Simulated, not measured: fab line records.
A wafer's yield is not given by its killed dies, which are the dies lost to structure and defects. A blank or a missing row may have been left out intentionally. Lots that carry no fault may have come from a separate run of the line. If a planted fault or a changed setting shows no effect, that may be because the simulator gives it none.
Struck lot and sound lot, side by side || flow n5Finfet || 15 steps out of a route of 1938
Sound: wafers L719.1, L719.3, L719.6. The struck wafers were L721.1, L721.3, L721.4. Last of all comes the cause.
Order at every step that has rows: each side's tool, ch and its chambers, its first start. Under that, the readings that differ: sound wafers || struck wafers || difference of the means || sigmas: that difference in standard deviations of wafers without a fault.
alike: readings with means less than 2 such deviations apart, plus words and numbers identical on both sides. not compared: withheld readings, readings lacking a value on some wafer, bounds such as >300 that could conceal the same value, and numbers that have no deviation in the record and whose values overlap.
The two part at a step that has a row with sigmas, a row that says differs or no value, or rows on one side only. Non-overlapping numbers with no deviation appear without sigmas and do not part them. A reading that every wafer of one side lacks parts them only if that side has two wafers or more.

first, 8 steps without rows for these wafers: N5_MIM_BOT_LITHO_HMDS_01 (time 60 s); N5_MIM_BOT_LITHO_COAT_02; N5_MIM_BOT_LITHO_EBR_04; N5_MIM_BOT_LITHO_SOFTBAKE_03 (time 90 s); N5_MIM_BOT_LITHO_EXPOSE_05 (exposes mask MIM BOT); N5_MIM_BOT_LITHO_PEB_06; N5_MIM_BOT_LITHO_DEVELOP_07 (develop time 60 s); N5_MIM_BOT_LITHO_HARDBAKE_09 (time 120 s).
N5_MIM_BOT_LITHO_CD_MEAS_08: the cd target is 3000 nm.
  sound on cdSem-03 ch 0, day 13 19:29; struck on cdSem-01 ch 0, day 14 10:52
  alike: cdNm
N5_MIM_BOT_LITHO_OVL_MEAS_11:
  sound on overlay-02 ch 0, day 13 19:32; struck on overlay-01 ch 0, day 14 10:54
  alike: MIM_BOT_OVL
N5_MIM_BOT_LITHO_INSPECT_12: inspects for defects (macro).
  sound on defectInspect-02 at day 13 19:33; struck on defectInspect-01 at day 14 10:55
{"reading": "rawDefectCount", "sound": "6 2 2", "struck": "1 0 0", "difference": -3, "sigmas": -2}
N5_MIM_BOT_LITHO_DESCUM_10: chemistry O2, time 7.9 s.
  sound on rieDiel-04 ch 1,2,3, day 13 19:35; struck on rieDiel-04 ch 2,3, day 14 10:57
  alike: drypumpMotorCurrentA, o2FlowSccm, oesProductAu, rfVppV, showerheadPlenumPTorr, throttleValvePct
  not compared: rfHoursCounterH
N5_MIM_BOT_ETCH_ETCH_04: etches SiNx in CF4/O2, target depth 26 nm, time 13 s.
  sound on rieDiel-04 ch 1,2,3, day 13 19:39; struck on rieDiel-04 ch 2,3, day 14 11:01
{"reading": "cf4FlowSccm (sccm)", "sound": "99.89 100.06 100.39", "struck": "69.64 69.89 69.65", "difference": -30.39, "sigmas": "-99 or more"}
{"reading": "oes_o_777_au (a.u.)", "sound": "0.71 0.90 0.73", "struck": "1.04 1.06 1.06", "difference": "+0.27", "sigmas": "+3"}
{"reading": "rfVppV (V)", "sound": "246 243 241", "struck": "236 234 232", "difference": -9, "sigmas": -3}
{"reading": "showerheadPlenumPTorr (Torr)", "sound": "2.18 2.24 2.11", "struck": "1.96 1.90 1.90", "difference": -0.26, "sigmas": -3}
{"reading": "throttleValvePct (%)", "sound": "16.26 15.97 15.89", "struck": "15.04 14.70 14.69", "difference": -1.23, "sigmas": -7}
  alike: drypumpMotorCurrentA, oesProductAu
  not compared: rfHoursCounterH
N5_MIM_BOT_ETCH_ETCH_03: etches the open film in Cl2/BCl3, target depth 12 nm.
  sound on rieMetal-03 ch 0,1, day 13 19:44; struck on rieMetal-02 ch 0,1, day 14 11:07
  alike: drypumpMotorCurrentA, oesProductAu, throttleValvePct
  not compared: rfHoursCounterH
N5_PASSIVATION_PROBE_49:
  sound on prober-02 at day 14 05:04; struck on prober-01 at day 14 20:02
{"reading": "defectLimitedYield (%)", "sound": "92.0 91.9 91.4", "struck": "89.4 88.5 88.6", "difference": -2.9, "sigmas": -2}
{"reading": "killedDies", "sound": "94 95 102", "struck": "125 136 135", "difference": "+35", "sigmas": "+2"}
{"reading": "killedOpen", "sound": "65 59 74", "struck": "80 95 101", "difference": "+26", "sigmas": "+2"}
{"reading": "sort_bin_5_function (%)", "sound": "4.1 4.7 5.2", "struck": "5.3 7.5 6.9", "difference": "+1.9", "sigmas": "+2"}
{"reading": "sortNPass", "sound": "1086 1085 1078", "struck": "1055 1044 1045", "difference": -35, "sigmas": -2}
{"reading": "sortYieldPct (%)", "sound": "92.0 91.9 91.4", "struck": "89.4 88.5 88.6", "difference": -2.9, "sigmas": -2}
  alike: killed_at_M0_to_M3, killed_at_M4_up, killedAtContacts, killedAtFrontEnd, killedAtOther, killedShort, sort_bin_6_memory

== WHERE THEY PART ==
First at N5_MIM_BOT_LITHO_INSPECT_12; last, within this record, at N5_PASSIVATION_PROBE_49.

WHY: the cause the simulator had injected
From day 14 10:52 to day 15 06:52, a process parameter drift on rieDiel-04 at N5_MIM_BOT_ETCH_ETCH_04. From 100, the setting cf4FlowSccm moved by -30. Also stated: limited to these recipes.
